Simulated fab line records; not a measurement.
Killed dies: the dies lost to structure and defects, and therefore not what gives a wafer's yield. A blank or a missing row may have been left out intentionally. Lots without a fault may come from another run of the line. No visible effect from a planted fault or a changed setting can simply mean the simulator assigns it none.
Matching of chambers | flow n5_finfet | 4 sister chambers for N5_BEOL_M12_CMP_49 on cmp-03
The step polishes, stops on SiOC, t overpolish 20.6 s, target thk 320 nm. 4 wafers are shown with their chamber, then 9 later ones without.

## WAFERS, EACH WITH ITS CHAMBER
wafer  | chamber | motor_current_A (A)
L083.5 | 1       | 5.1
L083.6 | 2       | 5.6
L089.5 | 0       | 7.1
L089.6 | 3       | 5.7

## WAFERS WHOSE CHAMBER IS MISSING
wafer  | motor_current_A (A)
L091.3 | 5.5
L091.5 | 6.5
L091.6 | 5.2
L095.1 | 5.5
L095.4 | 6.7
L095.5 | 6.8
L096.1 | 5.5
L096.2 | 5.2
L096.5 | 5.4

## THE CHAMBER EACH PASSED THROUGH
wafer  | from the rows above          | in truth
L091.3 | can't be placed: 2 or 3 or 1 | 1
L091.5 | can't be placed: 0 or 3 or 2 | 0
L091.6 | can't be placed: 1 or 2 or 3 | 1
L095.1 | can't be placed: 2 or 3 or 1 | 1
L095.4 | 0                            | 0
L095.5 | 0                            | 0
L096.1 | can't be placed: 2 or 3 or 1 | 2
L096.2 | can't be placed: 1 or 2 or 3 | 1
L096.5 | can't be placed: 2 or 3 or 1 | 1
Correct placement for 2 of the 9. Cannot be placed on the basis of these rows: 7; the candidates contain the true chamber in 7. Wrongly placed: 0.
How it was worked out, from the rows above alone: a wafer's distance from a chamber is the root of the sum, over the readings, of the square of ((its reading less the chamber's mean) divided by the reading's scatter). The wafer belongs to the nearest chamber; if the next one is less than 2 further off, it can't be placed. A chamber's mean is the mean of its shown wafers. The scatter: with one shown wafer a chamber, the root of the mean of the squares of how far each hidden wafer lies from its nearest shown one.
